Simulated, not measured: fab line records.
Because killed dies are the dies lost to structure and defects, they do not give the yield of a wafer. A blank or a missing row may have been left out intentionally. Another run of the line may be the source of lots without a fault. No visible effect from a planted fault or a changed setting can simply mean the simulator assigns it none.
fab line records	flow n5_finfet
record lots=24	wafers=72	last_day=18
route steps=1938 shown MOL_CONTACT_COAG@574
lots with no fault: from the same line, run without faults
start_h: hours from the record's opening day to when the first of the lot's shown wafers began	wait_h: hours since the lot's step before	" repeats the value in the row above	L1.1+2: a row that stands for several wafers	- no value, or no start was given	* or withheld: withheld	< > ~ a bound
route shown NAME@n: a module of which the file shows steps, and the number in the route of the first	usual: average and standard deviation across the fault-free wafers	same: alike in all rows	chamber/n: place in a boat	sites: the reading at each site	_std_site: standard deviation across them	_edge_site: the outer-site mean with the inner-site mean subtracted	radius_mm: for every site, how far away it sits from the centre of the wafer	mask NAME#n: copy n	behind: tool/chamber where the wafer was last shaped	hold: the reason the lot was held/the length of the hold in hours/how it ended	device: transistor that didn't switch, given as n, p or np	end of line: the same wafers' tests at the end of the route	a step with no rows: only its recipe	killed: dies that structure and defects cost at the first sort, which is not the same as the wafer's yield	map: the dies of a wafer, with x for killed, . for not killed, _ for no die there
set.NAME: the run value of the setting; set.NAME@STEP: its run value at that earlier step	model.NAME: the simulator's own value behind a step, which no gauge read
steps of the route over a sample of lots; a table a step, a row a wafer
services: a tool's chamber out of use, with start hour (start_h, from the record's first day; less than 0 if before it), hours out, and reason
## steps
# step N5_MOL_CONTACT_COAG_OVL_MEAS_85
# recipe points_per_wafer=522
# usual VG_OVL=0.1/0.72
lot.wafer	tool	chamber	start_h	wait_h	VG_OVL[nm]
L074.2	overlay-01	0	101.66	0.0	-0.4
L074.3	"	0	"	"	0.2
L074.6	"	0	"	"	-0.1
L075.1	overlay-01	0	102.55	0.0	0.3
L075.3	"	0	"	"	0.3
L075.5	"	0	"	"	0.6
L076.2	overlay-02	0	108.99	0.0	0.8
L076.3	"	0	"	"	0.2
L076.5	"	0	"	"	0.6
L077.3	overlay-02	0	114.10	0.0	1.2
L077.5	"	0	"	"	1.3
L077.6	"	0	"	"	0.7
L078.2	overlay-02	0	124.66	0.0	0.8
L078.4	"	0	"	"	0.2
L078.6	"	0	"	"	0.7
L079.2	overlay-01	0	129.46	0.0	1.2
L079.3	"	0	"	"	0.8
L079.6	"	0	"	"	0.4
L080.1	overlay-02	0	134.40	0.0	-0.2
L080.3	"	0	"	"	-0.6
L080.5	"	0	"	"	0.0
L081.1	overlay-02	0	142.25	0.0	-0.9
L081.3	"	0	"	"	-0.1
L081.6	"	0	"	"	0.5
L082.2	overlay-01	0	146.01	0.0	0.2
L082.3	"	0	"	"	0.9
L082.5	"	0	"	"	0.6
L083.3	overlay-02	0	153.17	0.0	-1.2
L083.4	"	0	"	"	0.0
L083.5	"	0	"	"	-1.2
L084.1	overlay-02	0	164.38	0.0	-0.9
L084.2	"	0	"	"	-0.2
L084.4	"	0	"	"	-0.6
L085.2	overlay-02	0	167.72	0.0	-0.5
L085.3	"	0	"	"	0.1
L085.5	"	0	"	"	0.9
L086.1	overlay-01	0	177.38	0.0	1.0
L086.4	"	0	"	"	0.2
L086.6	"	0	"	"	0.3
L087.1	overlay-01	0	183.22	0.0	-0.9
L087.4	"	0	"	"	-1.1
L087.5	"	0	"	"	-0.4
L088.2	overlay-02	0	188.53	0.0	0.0
L088.5	"	0	"	"	-0.9
L088.6	"	0	"	"	-1.1
L089.4	overlay-01	0	197.19	0.0	-0.3
L089.5	"	0	"	"	0.2
L089.6	"	0	"	"	0.4
L090.1	overlay-02	0	198.65	0.1	0.4
L090.2	"	0	"	"	-0.5
L090.6	"	0	"	"	0.0
L091.1	overlay-01	0	204.31	0.0	0.6
L091.3	"	0	"	"	1.2
L091.5	"	0	"	"	2.1
L092.1	overlay-01	0	215.42	0.0	-0.8
L092.2	"	0	"	"	-0.5
L092.6	"	0	"	"	-0.7
L093.1	overlay-02	0	215.85	0.0	-0.8
L093.4	"	0	"	"	-0.9
L093.5	"	0	"	"	-1.4
L094.1	overlay-02	0	225.32	0.0	-0.4
L094.5	"	0	"	"	0.7
L094.6	"	0	"	"	0.1
L095.1	overlay-01	0	235.86	0.0	-0.3
L095.2	"	0	"	"	0.2
L095.4	"	0	"	"	0.7
L096.2	overlay-02	0	238.08	0.0	0.2
L096.3	"	0	"	"	0.5
L096.5	"	0	"	"	1.0
L097.1	overlay-01	0	246.01	0.0	0.0
L097.3	"	0	"	"	-0.2
L097.5	"	0	"	"	-0.4
# step N5_MOL_CONTACT_COAG_ETCHBACK_132
# recipe chemistry=CHF3	target=SiO2	target_depth_a=100	time_s=6.7	ion_energy_ev=200	pressure_mtorr=30	source_w=610	bias_w=170	Ar_flow_sccm=200	CHF3_flow_sccm=50
# usual drypump_motor_current_A=5.8/0.4	oes_product_au=0.76/0.083	rf_vpp_V=527/12	showerhead_plenum_p_Torr=2.38/0.082	throttle_valve_pct=18.74/0.19
lot.wafer	tool	chamber	start_h	wait_h	drypump_motor_current_A	oes_product_au	rf_hours_counter_h	rf_vpp_V	showerhead_plenum_p_Torr	throttle_valve_pct
L074.2	rie_diel-03	0	102.06	0.1	6.3	0.68	213	519	2.34	18.79
L074.3	"	1	"	"	6.3	0.80	94	508	2.41	18.72
L074.6	"	0	"	"	6.3	0.68	-	517	2.34	18.77
L075.1	rie_diel-02	2	103.72	0.3	5.8	0.70	220	547	2.35	18.90
L075.3	"	3	"	"	6.0	0.90	21	517	2.32	18.69
L075.5	"	3	"	"	6.0	0.91	-	518	2.32	18.67
L076.2	rie_diel-03	0	110.00	0.3	6.3	0.68	216	516	2.34	18.79
L076.3	"	1	"	"	6.3	0.80	96	509	2.41	18.72
L076.5	"	3	"	"	5.9	0.75	-	510	2.38	18.46
L077.3	rie_diel-05	0	114.86	0.1	5.8	0.71	198	527	2.46	18.60
L077.5	"	1	"	"	5.2	0.71	-	526	2.46	18.98
L077.6	"	0	"	"	5.8	0.71	-	527	2.46	18.59
L078.2	rie_diel-02	3	125.36	0.1	6.0	0.88	28	518	2.32	18.68
L078.4	"	1	"	"	5.4	0.74	-	534	2.49	18.63
L078.6	"	2	"	"	5.8	0.70	-	547	2.34	18.92
L079.2	rie_diel-02	1	129.94	0.1	5.4	0.74	166	535	2.49	18.63
L079.3	"	2	"	"	5.8	0.70	230	548	2.34	18.93
L079.6	"	1	"	"	5.4	0.74	-	533	2.49	18.62
L080.1	rie_diel-05	3	135.09	0.2	6.5	0.72	189	530	2.46	19.00
L080.3	"	0	"	"	5.8	0.71	206	526	2.46	18.63
L080.5	"	2	"	"	5.5	0.97	-	540	2.34	18.36
L081.1	rie_diel-02	3	142.66	0.1	5.9	0.87	35	519	2.31	18.70
L081.3	"	1	"	"	5.4	0.73	171	535	2.49	18.64
L081.6	"	1	"	"	5.4	0.74	-	534	2.49	18.63
L082.2	rie_diel-05	2	146.91	0.1	5.5	0.95	7	539	2.34	18.38
L082.3	"	0	"	"	5.8	0.71	211	526	2.45	18.61
L082.5	"	0	"	"	5.8	0.71	-	527	2.45	18.60
L083.3	rie_diel-05	0	153.65	0.1	5.8	0.71	212	527	2.45	18.63
L083.4	"	2	"	"	5.5	0.94	9	541	2.34	18.36
L083.5	"	0	"	"	5.8	0.71	-	526	2.45	18.63
L084.1	rie_diel-03	2	164.96	0.2	5.4	0.68	236	511	2.34	18.74
L084.2	"	3	"	"	5.9	0.73	190	509	2.37	18.50
L084.4	"	0	"	"	6.3	0.67	233	520	2.33	18.81
L085.2	rie_diel-02	3	169.15	0.1	5.9	0.85	44	516	2.31	18.71
L085.3	"	0	"	"	6.3	0.76	142	527	2.20	18.82
L085.5	"	1	"	"	5.4	0.73	-	533	2.49	18.64
L086.1	rie_diel-02	3	177.85	0.1	6.0	0.85	46	517	2.31	18.71
L086.4	"	0	"	"	6.4	0.75	145	528	2.20	18.82
L086.6	"	2	"	"	5.7	0.68	-	547	2.34	18.94
L087.1	rie_diel-03	3	184.47	0.1	5.9	0.72	197	509	2.37	18.51
L087.4	"	2	"	"	5.5	0.68	243	510	2.34	18.76
L087.5	"	2	"	"	5.5	0.67	-	511	2.34	18.75
L088.2	rie_diel-05	3	189.41	0.2	6.5	0.70	208	528	2.46	19.02
L088.5	"	3	"	"	6.5	0.71	-	527	2.46	19.02
L088.6	"	0	"	"	5.8	0.71	-	526	2.45	18.64
L089.4	rie_diel-03	1	197.64	0.0	6.4	0.77	126	509	2.39	18.76
L089.5	"	2	"	"	5.5	0.67	-	510	2.34	18.77
L089.6	"	3	"	"	5.9	0.73	-	509	2.37	18.51
L090.1	rie_diel-02	3	199.29	0.1	5.9	0.84	55	515	2.31	18.72
L090.2	"	0	"	"	6.3	0.75	153	528	2.19	18.83
L090.6	"	3	"	"	6.0	0.84	-	518	2.31	18.74
L091.1	rie_diel-05	2	204.78	0.2	5.5	0.89	27	539	2.33	18.42
L091.3	"	0	"	"	5.8	0.70	231	525	2.45	18.63
L091.5	"	1	"	"	5.1	0.69	-	525	2.45	19.03
L092.1	rie_diel-02	3	216.42	0.3	5.9	0.82	62	515	2.30	18.73
L092.2	"	0	"	"	6.3	0.73	161	527	2.19	18.85
L092.6	"	2	"	"	5.8	0.96	-	547	2.33	18.54
L093.1	rie_diel-05	2	216.50	0.2	5.5	0.89	29	539	2.33	18.41
L093.4	"	1	"	"	5.1	0.68	229	525	2.45	19.02
L093.5	"	2	"	"	5.5	0.89	-	539	2.33	18.42
L094.1	rie_diel-05	1	225.72	0.1	5.1	0.69	233	526	2.45	19.03
L094.5	"	2	"	"	5.5	0.90	-	539	2.33	18.41
L094.6	"	3	"	"	6.5	0.70	-	528	2.45	19.03
L095.1	rie_diel-02	3	236.46	0.1	6.0	0.83	69	517	2.30	18.73
L095.2	"	0	"	"	6.3	0.74	168	528	2.19	18.87
L095.4	"	2	"	"	5.8	0.94	11	548	2.33	18.56
L096.2	rie_diel-05	0	238.69	0.1	5.7	0.69	242	526	2.44	18.66
L096.3	"	3	"	"	6.5	0.70	224	529	2.45	19.04
L096.5	"	2	"	"	5.5	0.88	-	539	2.33	18.43
L097.1	rie_diel-02	3	246.46	0.1	6.0	0.82	72	516	2.30	18.77
L097.3	"	1	"	"	5.4	0.71	209	532	2.47	18.70
L097.5	"	1	"	"	5.4	0.71	-	534	2.47	18.69
# step N5_MOL_CONTACT_COAG_STRIP_96
# recipe chemistry=N2/H2	power_w=500	temp_c=40	pressure_mtorr=50	rf_frequency_hz=6e+07	overash_fraction=0.3	bias_power_w=28	h2_frac=0.5	n2_flow_sccm=300	h2_flow_sccm=300
# usual drypump_motor_current_A=5.9/0.41	oes_product_au=0.76/0.086	rf_vpp_V=121.9/1.2	showerhead_plenum_p_Torr=3.35/0.11	throttle_valve_pct=18.9/0.32
lot.wafer	tool	chamber	start_h	wait_h	drypump_motor_current_A	oes_product_au	rf_hours_counter_h	rf_vpp_V	showerhead_plenum_p_Torr	throttle_valve_pct
L074.2	rie_diel-03	0	102.28	0.0	6.3	0.68	213	120.1	3.32	18.9
L074.3	"	1	"	"	6.4	0.80	94	121.6	3.37	18.7
L074.6	"	0	"	"	6.3	0.68	-	120.9	3.32	18.9
L075.1	rie_diel-02	2	103.94	0.0	5.8	0.70	220	119.6	3.30	19.3
L075.3	"	3	"	"	6.0	0.90	21	121.0	3.27	18.6
L075.5	"	3	"	"	6.0	0.90	-	119.8	3.27	18.6
L076.2	rie_diel-03	0	110.22	0.0	6.3	0.67	216	123.9	3.32	18.9
L076.3	"	1	"	"	6.3	0.79	96	123.1	3.37	18.6
L076.5	"	3	"	"	5.9	0.74	-	122.0	3.37	18.7
L077.3	rie_diel-05	0	115.09	0.0	5.8	0.72	198	121.8	3.46	18.8
L077.5	"	1	"	"	5.1	0.71	-	123.3	3.46	18.9
L077.6	"	0	"	"	5.8	0.71	-	121.8	3.46	18.8
L078.2	rie_diel-02	3	125.59	0.0	6.0	0.87	28	122.7	3.27	18.6
L078.4	"	1	"	"	5.4	0.74	-	121.7	3.51	19.0
L078.6	"	2	"	"	5.8	0.70	-	121.0	3.30	19.3
L079.2	rie_diel-02	1	130.17	0.0	5.4	0.74	166	122.6	3.51	19.0
L079.3	"	2	"	"	5.8	0.70	230	123.1	3.30	19.3
L079.6	"	1	"	"	5.4	0.74	-	123.5	3.51	19.0
L080.1	rie_diel-05	3	135.31	0.0	6.5	0.70	189	121.4	3.49	19.5
L080.3	"	0	"	"	5.8	0.70	206	123.6	3.45	18.8
L080.5	"	2	"	"	5.5	0.99	-	122.2	3.29	18.3
L081.1	rie_diel-02	3	142.89	0.0	6.0	0.86	36	120.0	3.26	18.7
L081.3	"	1	"	"	5.4	0.74	171	123.8	3.50	19.0
L081.6	"	1	"	"	5.4	0.74	-	123.5	3.50	19.0
L082.2	rie_diel-05	2	147.13	0.0	5.5	0.97	7	120.1	3.29	18.3
L082.3	"	0	"	"	5.8	0.71	211	121.4	3.45	18.8
L082.5	"	0	"	"	5.8	0.71	-	122.0	3.45	18.8
L083.3	rie_diel-05	0	153.88	0.0	5.8	0.70	213	122.9	3.45	18.8
L083.4	"	2	"	"	5.5	0.96	9	121.3	3.29	18.4
L083.5	"	0	"	"	5.8	0.70	-	122.4	3.45	18.8
L084.1	rie_diel-03	2	165.18	0.0	5.5	0.67	236	121.6	3.29	19.0
L084.2	"	3	"	"	5.9	0.73	190	121.0	3.36	18.7
L084.4	"	0	"	"	6.3	0.67	233	122.0	3.31	19.0
L085.2	rie_diel-02	3	169.37	0.0	6.0	0.84	44	123.4	3.26	18.7
L085.3	"	0	"	"	6.3	0.76	142	121.5	3.10	18.8
L085.5	"	1	"	"	5.4	0.73	-	122.2	3.50	19.1
L086.1	rie_diel-02	3	178.08	0.0	6.0	0.84	46	119.9	3.26	18.7
L086.4	"	0	"	"	6.4	0.75	145	121.7	3.10	18.8
L086.6	"	2	"	"	5.8	0.68	-	120.9	3.29	19.3
L087.1	rie_diel-03	3	184.70	0.0	5.9	0.72	197	122.4	3.35	18.7
L087.4	"	2	"	"	5.5	0.67	243	121.9	3.29	19.0
L087.5	"	2	"	"	5.5	0.66	-	121.9	3.29	19.0
L088.2	rie_diel-05	3	189.63	0.0	6.5	0.69	208	122.3	3.48	19.6
L088.5	"	3	"	"	6.5	0.70	-	121.4	3.48	19.5
L088.6	"	0	"	"	5.8	0.70	-	122.1	3.44	18.8
L089.4	rie_diel-03	1	197.87	0.0	6.4	0.76	126	121.9	3.36	18.7
L089.5	"	2	"	"	5.5	0.67	-	119.9	3.29	19.0
L089.6	"	3	"	"	5.9	0.71	-	120.5	3.35	18.7
L090.1	rie_diel-02	3	199.51	0.0	6.0	0.84	55	122.0	3.26	18.7
L090.2	"	0	"	"	6.4	0.75	153	119.0	3.10	18.8
L090.6	"	3	"	"	6.0	0.83	-	121.9	3.25	18.7
L091.1	rie_diel-05	2	205.01	0.0	5.5	0.92	27	122.0	3.28	18.4
L091.3	"	0	"	"	5.8	0.70	231	122.7	3.44	18.8
L091.5	"	1	"	"	5.1	0.70	-	124.5	3.45	18.9
L092.1	rie_diel-02	3	216.64	0.0	6.0	0.83	62	122.1	3.25	18.7
L092.2	"	0	"	"	6.3	0.74	161	120.0	3.09	18.8
L092.6	"	2	"	"	5.8	0.96	-	121.2	3.28	18.9
L093.1	rie_diel-05	2	216.72	0.0	5.5	0.91	30	121.6	3.28	18.4
L093.4	"	1	"	"	5.2	0.68	229	119.7	3.45	18.9
L093.5	"	2	"	"	5.5	0.91	-	121.4	3.28	18.4
L094.1	rie_diel-05	1	225.95	0.0	5.2	0.69	233	122.6	3.45	18.9
L094.5	"	2	"	"	5.5	0.90	-	121.0	3.28	18.4
L094.6	"	3	"	"	6.5	0.69	-	123.1	3.47	19.6
L095.1	rie_diel-02	3	236.69	0.0	6.0	0.82	69	121.2	3.25	18.7
L095.2	"	0	"	"	6.4	0.74	168	120.4	3.09	18.9
L095.4	"	2	"	"	5.8	0.93	11	121.7	3.28	18.9
L096.2	rie_diel-05	0	238.91	0.0	5.8	0.69	242	123.6	3.43	18.8
L096.3	"	3	"	"	6.5	0.70	224	121.7	3.47	19.6
L096.5	"	2	"	"	5.5	0.90	-	121.7	3.28	18.4
L097.1	rie_diel-02	3	246.69	0.0	6.0	0.81	72	121.9	3.25	18.7
L097.3	"	1	"	"	5.4	0.70	210	123.0	3.48	19.1
L097.5	"	1	"	"	5.4	0.70	-	123.4	3.48	19.1
# step N5_MOL_CONTACT_COAG_CD_MEAS_137
# recipe target_cd_nm=16
# usual cd_nm=16.1/0.31
lot.wafer	tool	chamber	start_h	wait_h	cd_nm
L074.2	cd_sem-02	-	102.55	0.0	15.9
L074.3	"	-	"	"	16.0
L074.6	"	-	"	"	16.2
L075.1	cd_sem-02	-	104.25	0.0	16.0
L075.3	"	-	"	"	15.9
L075.5	"	-	"	"	15.6
L076.2	cd_sem-03	-	110.79	0.0	16.2
L076.3	"	-	"	"	16.4
L076.5	"	-	"	"	16.7
L077.3	cd_sem-02	-	115.36	0.0	15.8
L077.5	"	-	"	"	15.9
L077.6	"	-	"	"	16.1
L078.2	cd_sem-03	-	125.86	0.0	16.0
L078.4	"	-	"	"	16.1
L078.6	"	-	"	"	16.5
L079.2	cd_sem-02	-	130.44	0.0	16.5
L079.3	"	-	"	"	16.1
L079.6	"	-	"	"	15.8
L080.1	cd_sem-02	-	135.58	0.0	16.1
L080.3	"	-	"	"	15.9
L080.5	"	-	"	"	15.7
L081.1	cd_sem-02	-	143.15	0.0	16.1
L081.3	"	-	"	"	16.3
L081.6	"	-	"	"	16.1
L082.2	cd_sem-02	-	147.40	0.0	15.6
L082.3	"	-	"	"	16.3
L082.5	"	-	"	"	16.0
L083.3	cd_sem-02	-	154.38	0.0	16.4
L083.4	"	-	"	"	15.7
L083.5	"	-	"	"	16.4
L084.1	cd_sem-03	-	165.46	0.0	16.1
L084.2	"	-	"	"	16.7
L084.4	"	-	"	"	16.2
L085.2	cd_sem-03	-	169.64	0.0	16.1
L085.3	"	-	"	"	16.3
L085.5	"	-	"	"	16.2
L086.1	cd_sem-02	-	178.34	0.0	16.1
L086.4	"	-	"	"	16.5
L086.6	"	-	"	"	16.3
L087.1	cd_sem-03	-	184.96	0.0	16.0
L087.4	"	-	"	"	16.4
L087.5	"	-	"	"	15.7
L088.2	cd_sem-02	-	189.91	0.0	15.6
L088.5	"	-	"	"	16.4
L088.6	"	-	"	"	16.5
L089.4	cd_sem-01	-	198.14	0.0	16.2
L089.5	"	-	"	"	15.9
L089.6	"	-	"	"	15.9
L090.1	cd_sem-01	-	199.78	0.0	15.8
L090.2	"	-	"	"	16.0
L090.6	"	-	"	"	15.8
L091.1	cd_sem-01	-	205.28	0.0	15.2
L091.3	"	-	"	"	16.9
L091.5	"	-	"	"	16.1
L092.1	cd_sem-02	-	216.91	0.0	15.8
L092.2	"	-	"	"	16.0
L092.6	"	-	"	"	15.5
L093.1	cd_sem-02	-	216.99	0.0	16.4
L093.4	"	-	"	"	16.5
L093.5	"	-	"	"	15.7
L094.1	cd_sem-03	-	226.22	0.0	15.8
L094.5	"	-	"	"	15.7
L094.6	"	-	"	"	15.9
L095.1	cd_sem-01	-	236.95	0.0	16.1
L095.2	"	-	"	"	16.3
L095.4	"	-	"	"	16.1
L096.2	cd_sem-01	-	239.19	0.0	16.7
L096.3	"	-	"	"	15.8
L096.5	"	-	"	"	16.0
L097.1	cd_sem-02	-	246.96	0.0	15.7
L097.3	"	-	"	"	15.9
L097.5	"	-	"	"	16.1
# step N5_MOL_CONTACT_COAG_CD_MEAS_40
# recipe target_cd_nm=25.1	landing_energy_ev=500	detector=se_inlens	polarity=opening
# usual cd_nm=25.14/0.21
lot.wafer	tool	chamber	start_h	wait_h	cd_nm
L074.2	cd_sem-01	0	102.87	-	25.21
L074.3	"	0	"	"	25.17
L074.6	"	0	"	"	24.94
L075.1	cd_sem-02	0	104.69	-	25.04
L075.3	"	0	"	"	25.10
L075.5	"	0	"	"	25.37
L076.2	cd_sem-03	0	111.11	-	24.68
L076.3	"	0	"	"	24.98
L076.5	"	0	"	"	24.75
L077.3	cd_sem-03	0	115.80	-	25.35
L077.5	"	0	"	"	25.28
L077.6	"	0	"	"	25.06
L078.2	cd_sem-03	0	126.18	-	25.02
L078.4	"	0	"	"	24.93
L078.6	"	0	"	"	24.94
L079.2	cd_sem-02	0	130.88	-	25.19
L079.3	"	0	"	"	24.95
L079.6	"	0	"	"	24.98
L080.1	cd_sem-03	0	136.02	-	25.19
L080.3	"	0	"	"	25.31
L080.5	"	0	"	"	24.96
L081.1	cd_sem-02	0	143.60	-	25.12
L081.3	"	0	"	"	24.93
L081.6	"	0	"	"	25.61
L082.2	cd_sem-02	0	147.72	-	25.26
L082.3	"	0	"	"	25.05
L082.5	"	0	"	"	25.21
L083.3	cd_sem-02	0	154.83	-	25.36
L083.4	"	0	"	"	25.07
L083.5	"	0	"	"	25.06
L084.1	cd_sem-03	0	165.78	-	24.66
L084.2	"	0	"	"	25.05
L084.4	"	0	"	"	25.08
L085.2	cd_sem-03	0	169.96	-	25.33
L085.3	"	0	"	"	25.20
L085.5	"	0	"	"	25.13
L086.1	cd_sem-03	0	178.79	-	25.11
L086.4	"	0	"	"	24.80
L086.6	"	0	"	"	25.17
L087.1	cd_sem-01	0	185.41	-	25.03
L087.4	"	0	"	"	25.48
L087.5	"	0	"	"	25.27
L088.2	cd_sem-01	0	190.23	-	25.16
L088.5	"	0	"	"	25.36
L088.6	"	0	"	"	25.02
L089.4	cd_sem-02	0	198.58	-	25.19
L089.5	"	0	"	"	25.78
L089.6	"	0	"	"	25.29
L090.1	cd_sem-02	0	200.22	-	24.97
L090.2	"	0	"	"	25.12
L090.6	"	0	"	"	25.66
L091.1	cd_sem-03	0	205.60	-	25.25
L091.3	"	0	"	"	25.27
L091.5	"	0	"	"	25.04
L092.1	cd_sem-01	0	217.35	-	24.95
L092.2	"	0	"	"	25.08
L092.6	"	0	"	"	25.21
L093.1	cd_sem-01	0	217.54	-	25.02
L093.4	"	0	"	"	25.17
L093.5	"	0	"	"	25.23
L094.1	cd_sem-01	0	226.54	-	25.06
L094.5	"	0	"	"	25.16
L094.6	"	0	"	"	25.29
L095.1	cd_sem-01	0	237.40	-	24.98
L095.2	"	0	"	"	25.10
L095.4	"	0	"	"	25.73
L096.2	cd_sem-01	0	239.51	-	25.06
L096.3	"	0	"	"	25.81
L096.5	"	0	"	"	24.79
L097.1	cd_sem-01	0	247.27	-	25.06
L097.3	"	0	"	"	25.10
L097.5	"	0	"	"	25.27
# step N5_MOL_CONTACT_COAG_STRIP_72
# recipe chemistry=N2/H2	power_w=450	temp_c=40	pressure_mtorr=20	rf_frequency_hz=6e+07	overash_fraction=3	bias_power_w=7	h2_frac=0.5	n2_flow_sccm=200	h2_flow_sccm=200
# usual drypump_motor_current_A=5.9/0.41	oes_product_au=0.74/0.077	rf_vpp_V=59.2/1.9	showerhead_plenum_p_Torr=2.53/0.085	throttle_valve_pct=23.60/0.2
lot.wafer	tool	chamber	start_h	wait_h	drypump_motor_current_A	oes_product_au	rf_hours_counter_h	rf_vpp_V	showerhead_plenum_p_Torr	throttle_valve_pct
L074.2	rie_diel-03	1	104.08	0.0	6.3	0.77	95	59.8	2.55	23.46
L074.3	"	0	"	"	6.3	0.67	214	58.7	2.51	23.57
L074.6	"	0	"	"	6.3	0.66	-	56.3	2.51	23.61
L075.1	rie_diel-03	2	106.12	0.0	5.4	0.69	216	60.8	2.49	23.62
L075.3	"	0	"	"	6.3	0.68	215	63.7	2.51	23.62
L075.5	"	1	"	"	6.4	0.78	-	60.5	2.55	23.48
L076.2	rie_diel-05	3	112.83	0.0	6.5	0.72	179	64.3	2.64	24.02
L076.3	"	0	"	"	5.7	0.72	197	59.9	2.62	23.54
L076.5	"	3	"	"	6.5	0.71	-	59.6	2.65	24.04
L077.3	rie_diel-05	0	116.68	0.0	5.8	0.72	199	60.1	2.62	23.51
L077.5	"	0	"	"	5.8	0.71	-	60.7	2.61	23.49
L077.6	"	1	"	"	5.1	0.72	-	57.3	2.62	23.65
L078.2	rie_diel-02	3	126.93	0.0	6.0	0.88	28	58.1	2.47	23.46
L078.4	"	3	"	"	5.9	0.88	-	61.1	2.47	23.54
L078.6	"	1	"	"	5.3	0.73	-	57.7	2.66	23.67
L079.2	rie_diel-03	1	131.63	0.0	6.3	0.79	102	59.7	2.55	23.42
L079.3	"	2	"	"	5.5	0.68	224	55.3	2.49	23.58
L079.6	"	0	"	"	6.3	0.67	-	58.8	2.51	23.66
L080.1	rie_diel-02	3	137.13	0.0	6.0	0.85	34	59.7	2.47	23.52
L080.3	"	1	"	"	5.4	0.74	169	59.5	2.65	23.64
L080.5	"	0	"	"	6.3	0.76	-	61.5	2.34	23.56
L081.1	rie_diel-02	0	144.31	0.0	6.3	0.75	135	57.0	2.34	23.61
L081.3	"	1	"	"	5.4	0.74	171	60.9	2.65	23.68
L081.6	"	1	"	"	5.4	0.75	-	61.7	2.65	23.64
L082.2	rie_diel-03	2	148.43	0.0	5.5	0.69	230	58.9	2.49	23.66
L082.3	"	1	"	"	6.4	0.79	109	58.9	2.54	23.47
L082.5	"	3	"	"	5.9	0.74	-	59.7	2.54	23.43
L083.3	rie_diel-02	3	155.54	0.0	5.9	0.87	38	57.7	2.46	23.53
L083.4	"	1	"	"	5.4	0.73	175	59.7	2.65	23.67
L083.5	"	3	"	"	5.9	0.86	-	57.5	2.46	23.51
L084.1	rie_diel-05	2	166.50	0.0	5.5	0.96	14	59.7	2.48	23.18
L084.2	"	1	"	"	5.1	0.70	218	59.5	2.61	23.62
L084.4	"	0	"	"	5.8	0.73	217	62.4	2.61	23.53
L085.2	rie_diel-02	3	170.67	0.0	6.0	0.84	44	58.3	2.46	23.51
L085.3	"	0	"	"	6.4	0.75	143	59.9	2.34	23.63
L085.5	"	0	"	"	6.4	0.76	-	55.4	2.34	23.61
L086.1	rie_diel-03	1	179.83	0.0	6.4	0.77	120	58.0	2.54	23.45
L086.4	"	0	"	"	6.3	0.66	238	57.6	2.50	23.64
L086.6	"	2	"	"	5.5	0.66	-	55.2	2.48	23.63
L087.1	rie_diel-02	2	186.41	0.0	5.8	0.68	249	60.0	2.48	23.95
L087.4	"	3	"	"	5.9	0.82	49	57.5	2.46	23.53
L087.5	"	0	"	"	6.3	0.73	-	60.0	2.33	23.62
L088.2	rie_diel-03	3	190.95	0.0	5.9	0.73	199	59.2	2.54	23.42
L088.5	"	1	"	"	6.3	0.76	-	55.7	2.54	23.50
L088.6	"	0	"	"	6.3	0.66	-	60.3	2.50	23.64
L089.4	rie_diel-03	3	199.41	0.0	5.9	0.71	202	56.4	2.53	23.40
L089.5	"	1	"	"	6.4	0.77	-	56.1	2.54	23.49
L089.6	"	0	"	"	6.3	0.65	-	59.5	2.50	23.63
L090.1	rie_diel-05	1	201.34	0.0	5.2	0.70	224	59.8	2.61	23.66
L090.2	"	2	"	"	5.5	0.93	25	59.4	2.48	23.18
L090.6	"	2	"	"	5.5	0.92	-	57.6	2.48	23.21
L091.1	rie_diel-05	2	206.44	0.0	5.5	0.90	27	58.2	2.48	23.19
L091.3	"	1	"	"	5.2	0.69	226	61.0	2.61	23.63
L091.5	"	0	"	"	5.7	0.69	-	59.1	2.60	23.55
L092.1	rie_diel-03	0	218.21	0.1	6.3	0.65	252	57.6	2.50	23.64
L092.2	"	3	"	"	5.9	0.70	209	57.7	2.53	23.40
L092.6	"	3	"	"	5.9	0.72	-	60.5	2.53	23.40
L093.1	rie_diel-02	2	218.25	0.0	5.8	0.95	4	58.5	2.48	23.58
L093.4	"	3	"	"	6.0	0.83	62	59.3	2.45	23.52
L093.5	"	0	"	"	6.3	0.75	-	58.5	2.33	23.62
L094.1	rie_diel-03	1	227.25	0.0	6.3	0.76	136	59.7	2.53	23.47
L094.5	"	2	"	"	5.4	1.00	-	59.8	2.48	23.26
L094.6	"	3	"	"	5.9	0.70	-	55.9	2.53	23.39
L095.1	rie_diel-02	0	238.50	0.0	6.4	0.73	169	59.4	2.33	23.64
L095.2	"	2	"	"	5.8	0.94	12	60.8	2.48	23.56
L095.4	"	3	"	"	6.0	0.83	69	60.3	2.45	23.53
L096.2	rie_diel-05	1	240.39	0.0	5.2	0.69	238	59.3	2.61	23.65
L096.3	"	3	"	"	6.5	0.69	225	59.6	2.63	24.14
L096.5	"	3	"	"	6.5	0.68	-	61.0	2.63	24.06
L097.1	rie_diel-05	3	248.61	0.0	6.5	0.70	228	57.8	2.62	24.09
L097.3	"	2	"	"	5.5	0.89	41	56.3	2.47	23.22
L097.5	"	0	"	"	5.8	0.68	-	59.1	2.60	23.60
## services
tool	chamber	start_h	hours	kind
rie_diel-05	2	109.16	-	clean
rie_diel-05	2	109.16	-	consumable_replace:focus_ring
rie_diel-05	2	109.16	22.5	scheduled_down
rie_diel-05	2	109.16	22.5	vent_cycle
rie_diel-05	1	141.45	1.7	repair
rie_diel-02	2	188.84	-	clean
rie_diel-02	2	188.84	-	consumable_replace:focus_ring
rie_diel-02	2	188.84	16.3	scheduled_down
rie_diel-02	2	188.84	16.3	vent_cycle
rie_diel-03	2	203.59	-	clean
rie_diel-03	2	203.59	-	consumable_replace:focus_ring
rie_diel-03	2	203.59	17.8	scheduled_down
rie_diel-03	2	203.59	17.8	vent_cycle
rie_diel-03	1	217.32	3.5	repair
rie_diel-03	0	221.39	-	clean
rie_diel-03	0	221.39	-	consumable_replace:focus_ring
rie_diel-03	0	221.39	21.7	scheduled_down
rie_diel-03	0	221.39	21.7	vent_cycle
## key
fault none
